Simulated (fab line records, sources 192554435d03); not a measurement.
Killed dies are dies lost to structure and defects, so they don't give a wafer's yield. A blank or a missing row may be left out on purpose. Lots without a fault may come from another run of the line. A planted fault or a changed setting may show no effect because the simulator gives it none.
Which tool did it? | flow n5_finfet | 11 lots, 32 wafers sampled, at 5 steps of a route of 1938

WHAT THE GAUGES READ, wafer by wafer
The record holds no reading of a measuring or inspecting step that can be judged against a usual standard deviation.

WHICH TOOL RAN EACH LOT (tool, then ch and the chambers of the sampled wafers, then the start)
lot  | N5_BEOL_M5_PRE_CLEAN_77          | N5_BEOL_M6_ILD_DEP_00           | N5_BEOL_M6_ETCH_62                 | N5_BEOL_M6_STRIP_19                | N5_PASSIVATION_PROBE_49
L562 | cvd_co-01 ch 0,1,2, day 8 16:40  | pecvd-02 ch 0,2, day 8 16:58    | rie_diel-03 ch 1,2, day 8 23:22    | rie_diel-01 ch 0,1,2, day 8 23:52  | -
L563 | cvd_co-01 ch 0,1,2, day 9 00:48  | pecvd-01 ch 0,1,2, day 9 01:05  | rie_diel-03 ch 0,1,2, day 9 04:10  | rie_diel-04 ch 0,1,3, day 9 04:28  | -
L568 | cvd_co-01 ch 0,2, day 10 14:17   | pecvd-01 ch 1, day 10 14:35     | rie_diel-04 ch 2, day 10 16:26     | rie_diel-04 ch 0,2, day 10 16:44   | prober-02, day 14 13:07
L569 | cvd_co-01 ch 0,1, day 11 05:05   | pecvd-01 ch 1,2, day 11 05:22   | rie_diel-03 ch 0,2,3, day 11 07:47 | rie_diel-04 ch 1,2,3, day 11 08:10 | -
L575 | cvd_co-01 ch 0,2, day 12 01:28   | pecvd-02 ch 1,2, day 12 01:45   | rie_diel-03 ch 0,1,3, day 12 04:29 | rie_diel-01 ch 2,3, day 12 04:48   | -
L577 | cvd_co-02 ch 0,1, day 13 01:43   | pecvd-04 ch 1,2, day 13 02:00   | rie_diel-04 ch 0,1,2, day 13 04:53 | rie_diel-03 ch 0,1,2, day 13 05:11 | -
L578 | cvd_co-01 ch 1,2, day 13 06:17   | pecvd-02 ch 1,2, day 13 06:34   | rie_diel-01 ch 1,3, day 13 10:12   | rie_diel-01 ch 1,2, day 13 10:30   | -
L579 | cvd_co-02 ch 0,2, day 13 11:10   | pecvd-02 ch 0,1,2, day 13 11:28 | rie_diel-01 ch 1,2,3, day 13 13:49 | rie_diel-01 ch 1,2, day 13 14:06   | -
L581 | cvd_co-02 ch 0,2, day 14 02:35   | pecvd-01 ch 0,1,2, day 14 02:52 | rie_diel-03 ch 0,2,3, day 14 07:13 | rie_diel-04 ch 0,2,3, day 14 07:34 | -
L582 | cvd_co-01 ch 0,1,2, day 14 02:53 | pecvd-01 ch 0,1,2, day 14 03:11 | rie_diel-03 ch 0,1,3, day 14 07:49 | rie_diel-04 ch 0,2,3, day 14 08:13 | -
L583 | cvd_co-02 ch 0,1, day 14 06:39   | pecvd-04 ch 1,2, day 14 06:56   | rie_diel-04 ch 0,1,2, day 14 12:20 | rie_diel-03 ch 0,1,3, day 14 12:41 | -
- N5_BEOL_M5_PRE_CLEAN_77: time 15 s.
- N5_BEOL_M6_ILD_DEP_00: deposits SiCOH lowk from DEMS/porogen, target thk 179.75 nm, time 33.4 s.
- N5_BEOL_M6_ETCH_62: etches SOC in N2/H2, target depth 110 nm, overetch 22 nm, time 165 s.
- N5_BEOL_M6_STRIP_19: strips in O2.
- N5_PASSIVATION_PROBE_49

WHAT THE TOOLS THEMSELVES READ (means of the sampled wafers that have a number; where no wafer has one, the mark that the record gives instead)
N5_BEOL_M5_PRE_CLEAN_77. Usual: heater_power_w 95 W, standard deviation 35.
lot  | tool      | heater_power_w (W) | flag
L562 | cvd_co-01 | 104                |
L563 | cvd_co-01 | 103                |
L568 | cvd_co-01 | 91                 |
L569 | cvd_co-01 | 127                |
L575 | cvd_co-01 | 107                |
L577 | cvd_co-02 | 105                |
L578 | cvd_co-01 | 99                 |
L579 | cvd_co-02 | 118                |
L581 | cvd_co-02 | 101                |
L582 | cvd_co-01 | 104                |
L583 | cvd_co-02 | 81                 |

N5_BEOL_M6_ILD_DEP_00. Usual: heater_power_w 341 W, standard deviation 60; showerhead_plenum_p_Torr 5.748 Torr, standard deviation 0.014; throttle_valve_pct 13.8 %, standard deviation 0.59.
lot  | tool     | heater_power_w (W) | showerhead_plenum_p_Torr (Torr) | throttle_valve_pct (%) | flag
L562 | pecvd-02 | 319                | 5.759                           | 13.5                   |
L563 | pecvd-01 | 341                | 5.747                           | 13.8                   |
L568 | pecvd-01 | 380                | 5.744                           | 14.1                   |
L569 | pecvd-01 | 362                | 5.746                           | 13.9                   |
L575 | pecvd-02 | 246                | 5.744                           | 13.8                   |
L577 | pecvd-04 | 365                | 5.745                           | 13.5                   |
L578 | pecvd-02 | 265                | 5.748                           | 13.9                   |
L579 | pecvd-02 | 255                | 5.751                           | 13.7                   |
L581 | pecvd-01 | 336                | 5.749                           | 13.7                   |
L582 | pecvd-01 | 342                | 5.752                           | 13.7                   |
L583 | pecvd-04 | 395                | 5.752                           | 13.6                   |

N5_BEOL_M6_ETCH_62. Usual: drypump_motor_current_A 5.6 A, standard deviation 0.43; oes_product_au 0.66 a.u., standard deviation 0.06; rf_vpp_V 524.4 V, standard deviation 2; showerhead_plenum_p_Torr 2.56 Torr, standard deviation 0.067; throttle_valve_pct 17.71 %, standard deviation 0.24.
lot  | tool        | drypump_motor_current_A (A) | oes_product_au (a.u.) | rf_vpp_V (V) | showerhead_plenum_p_Torr (Torr) | throttle_valve_pct (%) | flag
L562 | rie_diel-03 | 5.3                         | 0.65                  | 524.1        | 2.53                            | 17.60                  |
L563 | rie_diel-03 | 5.3                         | 0.66                  | 524.9        | 2.58                            | 17.57                  |
L568 | rie_diel-04 | 6.0                         | 0.83                  | 522.1        | 2.50                            | 17.23                  |
L569 | rie_diel-03 | 5.5                         | 0.69                  | 525.7        | 2.59                            | 17.54                  |
L575 | rie_diel-03 | 5.5                         | 0.68                  | 525.8        | 2.60                            | 17.57                  |
L577 | rie_diel-04 | 6.0                         | 0.68                  | 523.6        | 2.53                            | 17.78                  |
L578 | rie_diel-01 | 5.8                         | 0.72                  | 527.3        | 2.65                            | 17.53                  |
L579 | rie_diel-01 | 5.4                         | 0.69                  | 524.2        | 2.57                            | 17.70                  |
L581 | rie_diel-03 | 5.5                         | 0.66                  | 525.5        | 2.58                            | 17.58                  |
L582 | rie_diel-03 | 5.5                         | 0.66                  | 525.2        | 2.59                            | 17.60                  |
L583 | rie_diel-04 | 6.1                         | 0.67                  | 523.8        | 2.52                            | 17.82                  |

N5_BEOL_M6_STRIP_19. Usual: drypump_motor_current_A 5.7 A, standard deviation 0.45; oes_product_au 0.78 a.u., standard deviation 0.087; rf_vpp_V 3.7 V, standard deviation 0.54; showerhead_plenum_p_Torr 2.12 Torr, standard deviation 0.057; temp_c 39.98 C, standard deviation 0.12; throttle_valve_pct 16.69 %, standard deviation 0.24.
lot  | tool        | drypump_motor_current_A (A) | oes_product_au (a.u.) | rf_vpp_V (V) | showerhead_plenum_p_Torr (Torr) | temp_c (C) | throttle_valve_pct (%) | flag
L562 | rie_diel-01 | 5.2                         | 0.72                  | 4.0          | 2.10                            | 39.96      | 16.77                  |
L563 | rie_diel-04 | 6.0                         | 0.77                  | 4.0          | 2.13                            | 40.05      | 16.82                  |
L568 | rie_diel-04 | 6.1                         | 0.86                  | 3.5          | 2.08                            | 40.59      | 16.64                  | OFF
L569 | rie_diel-04 | 6.0                         | 0.82                  | 3.5          | 2.12                            | 40.51      | 16.62                  | OFF
L575 | rie_diel-01 | 5.3                         | 0.73                  | 3.4          | 2.06                            | 40.00      | 16.75                  |
L577 | rie_diel-03 | 5.3                         | 0.75                  | 3.9          | 2.12                            | 39.93      | 16.55                  |
L578 | rie_diel-01 | 5.0                         | 0.86                  | 3.6          | 2.11                            | 39.90      | 16.55                  |
L579 | rie_diel-01 | 5.0                         | 0.86                  | 3.7          | 2.11                            | 40.04      | 16.56                  |
L581 | rie_diel-04 | 6.0                         | 0.86                  | 3.7          | 2.10                            | 39.95      | 16.60                  |
L582 | rie_diel-04 | 6.0                         | 0.87                  | 3.5          | 2.10                            | 40.06      | 16.59                  |
L583 | rie_diel-03 | 5.6                         | 0.78                  | 3.9          | 2.14                            | 39.97      | 16.51                  |

N5_PASSIVATION_PROBE_49. Usual: defect_limited_yield 91.4 %, standard deviation 1.4; killed_at_M0_to_M3 31, standard deviation 10; killed_at_M4_up 14, standard deviation 5.6; killed_at_contacts 13, standard deviation 6.3; killed_at_front_end 39, standard deviation 10; killed_at_other 4, standard deviation 3.1; killed_dies 101, standard deviation 16; killed_open 65, standard deviation 13; killed_short 34, standard deviation 7.2; sort_bin_5_function 5.1 %, standard deviation 0.88; sort_bin_6_memory 3.2 %, standard deviation 0.66; sort_bin_8_speed 0.00 %, standard deviation 0.007; sort_n_pass 1079, standard deviation 16; sort_yield_pct 91.4 %, standard deviation 1.4.
lot  | tool      | defect_limited_yield (%) | killed_at_M0_to_M3 | killed_at_M4_up | killed_at_contacts | killed_at_front_end | killed_at_other | killed_dies | killed_open | killed_short | sort_bin_5_function (%) | sort_bin_6_memory (%) | sort_bin_8_speed (%) | sort_n_pass | sort_yield_pct (%) | flag
L568 | prober-02 | 91.1                     | 30                 | 12              | 8                  | 49                  | 8               | 106         | 60          | 44           | 5.2                     | 3.0                   | 0.00                 | 1074        | 91.1               |

THE ANSWER, worked out from the rows above alone
Rule: a lot is off if the mean of its wafers that have a number lies more than 3 standard deviations from the usual mean. A lot without any number at a reading at which 4 lots or more have one is off too. The other lots that the step has rows for count as sound. The gauges are gone through in route order, then the tools' own readings, and for those a lot's mean is taken as printed above. The first step at which some lot is off is used, and at that step the reading that is off furthest; a lot without a number counts as furthest.
Off: L568, L569, at N5_BEOL_M6_STRIP_19 (temp_c).
A tool fits if, at that step or a process step before it, it ran every lot that is off, and no sound lot after the first of them. None of those tried fits.

WHAT THE SIMULATOR HAD PUT IN
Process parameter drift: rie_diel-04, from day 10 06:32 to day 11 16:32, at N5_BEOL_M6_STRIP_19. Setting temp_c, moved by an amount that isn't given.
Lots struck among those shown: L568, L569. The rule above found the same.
